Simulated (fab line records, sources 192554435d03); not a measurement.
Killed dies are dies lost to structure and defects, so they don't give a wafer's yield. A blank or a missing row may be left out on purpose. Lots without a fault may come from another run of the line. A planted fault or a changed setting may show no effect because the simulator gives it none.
Tool commonality check | flow n5_finfet | 10 lots, 28 wafers sampled

WHY IT WAS OPENED
At N5_STI_FIN_REVEAL_INSPECT_13 the reading raw_defect_count is flagged on 2 of 10 lots. Wafers without a fault read 11, standard deviation 4.8.
Rule: a lot is flagged when every wafer of it that has a number lies more than 4 standard deviations from that mean, or none has a number. The other lots count as sound.

lot  | measured    | on                | raw_defect_count, wafer by wafer | flag
L738 | day 3 06:04 | defect_inspect-01 | 10 16                            |
L739 | day 3 12:53 | defect_inspect-02 | 8 27 6                           |
L745 | day 5 07:10 | defect_inspect-02 | 468 477 494                      | FLAGGED
L746 | day 5 14:01 | defect_inspect-02 | 468 477 462                      | FLAGGED
L747 | day 5 19:05 | defect_inspect-01 | 16 11 13                         |
L750 | day 6 08:08 | defect_inspect-01 | 5 7 9                            |
L752 | day 6 18:31 | defect_inspect-01 | 6 10                             |
L753 | day 7 00:28 | defect_inspect-02 | 10 11 17                         |
L757 | day 8 01:32 | defect_inspect-02 | 4 12 10                          |
L758 | day 8 07:36 | defect_inspect-02 | 7 11 5                           |
The numbers of the flagged lots are 474 on average: +463 against the usual, or +97 standard deviations.

WHICH TOOL RAN EACH LOT
The record holds 3 process steps before the reading, out of a route of 1938 steps. In each cell: the tool, then ch and the chambers that the sampled wafers went through, then the start.
lot  | flag    | N5_FIN_CUT_CUT_ETCH_15          | N5_STI_FIN_REVEAL_ALD_14         | N5_STI_FIN_REVEAL_ETCH_34
L738 |         | rie_si-04 ch 0,3, day 2 20:51   | ald_sin-01 ch 1, day 2 21:13     | rie_si-03 ch 1,2, day 3 05:20
L739 |         | rie_si-04 ch 1,3, day 3 03:11   | ald_sin-02 ch 0,2,3, day 3 03:34 | rie_si-02 ch 0,2,3, day 3 12:05
L745 | FLAGGED | rie_si-05 ch 0,2,3, day 4 18:56 | ald_sin-01 ch 0,1, day 4 22:13   | rie_si-03 ch 1,2, day 5 06:28
L746 | FLAGGED | rie_si-05 ch 0,2,3, day 5 03:47 | ald_sin-02 ch 0,2,3, day 5 04:49 | rie_si-03 ch 0,2,3, day 5 13:19
L747 |         | rie_si-04 ch 1,3, day 5 09:22   | ald_sin-03 ch 0,1,2, day 5 09:44 | rie_si-01 ch 2,3, day 5 18:23
L750 |         | rie_si-04 ch 0,1,2, day 5 22:56 | ald_sin-03 ch 0,1,3, day 5 23:17 | rie_si-01 ch 0,2, day 6 07:18
L752 |         | rie_si-06 ch 1,2, day 6 09:23   | ald_sin-03 ch 0,1, day 6 09:45   | rie_si-01 ch 1, day 6 17:47
L753 |         | rie_si-04 ch 0,1,2, day 6 15:29 | ald_sin-03 ch 2,3, day 6 15:52   | rie_si-01 ch 1,2,3, day 6 23:47
L757 |         | rie_si-04 ch 0,1, day 7 16:11   | ald_sin-02 ch 0,1,2, day 7 16:44 | rie_si-01 ch 0,1,2, day 8 00:50
L758 |         | rie_si-04 ch 0,1,3, day 7 22:06 | ald_sin-03 ch 0,1, day 7 22:53   | rie_si-02 ch 0,1,2, day 8 06:54
What these steps do:
- N5_FIN_CUT_CUT_ETCH_15: etches Si in HBr/Cl2/O2, target depth 100 nm, bt time 10 s, time 42.4 s.
- N5_STI_FIN_REVEAL_ALD_14: deposits Si3N4, target thk 3 nm.
- N5_STI_FIN_REVEAL_ETCH_34: etches Si in H2, material Si, target depth 0.97 nm.
- N5_STI_FIN_REVEAL_INSPECT_13: inspects for defects (darkfield).

FLAGGED OVER TOTAL, TOOL BY TOOL (the gauges that took the reading come last)
step                         | tool              | lots run | flagged | share of the flagged lots | sound lots run after its first flagged lot
N5_FIN_CUT_CUT_ETCH_15       | rie_si-04         | 7        | 0       | none                      | -
N5_FIN_CUT_CUT_ETCH_15       | rie_si-05         | 2        | 2       | all                       | 0
N5_FIN_CUT_CUT_ETCH_15       | rie_si-06         | 1        | 0       | none                      | -
N5_STI_FIN_REVEAL_ALD_14     | ald_sin-01        | 2        | 1       | some                      | 0
N5_STI_FIN_REVEAL_ALD_14     | ald_sin-02        | 3        | 1       | some                      | 1 (L757)
N5_STI_FIN_REVEAL_ALD_14     | ald_sin-03        | 5        | 0       | none                      | -
N5_STI_FIN_REVEAL_ETCH_34    | rie_si-01         | 5        | 0       | none                      | -
N5_STI_FIN_REVEAL_ETCH_34    | rie_si-02         | 2        | 0       | none                      | -
N5_STI_FIN_REVEAL_ETCH_34    | rie_si-03         | 3        | 2       | all                       | 0
N5_STI_FIN_REVEAL_INSPECT_13 | defect_inspect-01 | 4        | 0       | none                      | -
N5_STI_FIN_REVEAL_INSPECT_13 | defect_inspect-02 | 6        | 2       | all                       | 3 (L753,L757,L758)

WHAT THE TABLE ALLOWS
3 rows of the table ran every flagged lot: rie_si-05 at N5_FIN_CUT_CUT_ETCH_15, rie_si-03 at N5_STI_FIN_REVEAL_ETCH_34, defect_inspect-02 at N5_STI_FIN_REVEAL_INSPECT_13.
- rie_si-05 at N5_FIN_CUT_CUT_ETCH_15: 2 of its 2 lots flagged. It ran no sound lot before its first flagged lot in this sample, so the start can't be narrowed down.
- rie_si-03 at N5_STI_FIN_REVEAL_ETCH_34: 2 of its 3 lots flagged. Its last sound lot is L738 (day 3 05:20), its first flagged lot L745 (day 5 06:28): a fault that began between those two fits.
- defect_inspect-02 at N5_STI_FIN_REVEAL_INSPECT_13: 2 of its 6 lots flagged. Sound lots ran on it after the first flagged one (L753, L757, L758), which a lasting fault on the whole tool wouldn't allow.
Counting lots can't tell these 2 tools apart, because each fits a fault that began at some hour. More lots, or a look at what each step does to the wafer, might.

WHAT THE SIMULATOR HAD PUT IN
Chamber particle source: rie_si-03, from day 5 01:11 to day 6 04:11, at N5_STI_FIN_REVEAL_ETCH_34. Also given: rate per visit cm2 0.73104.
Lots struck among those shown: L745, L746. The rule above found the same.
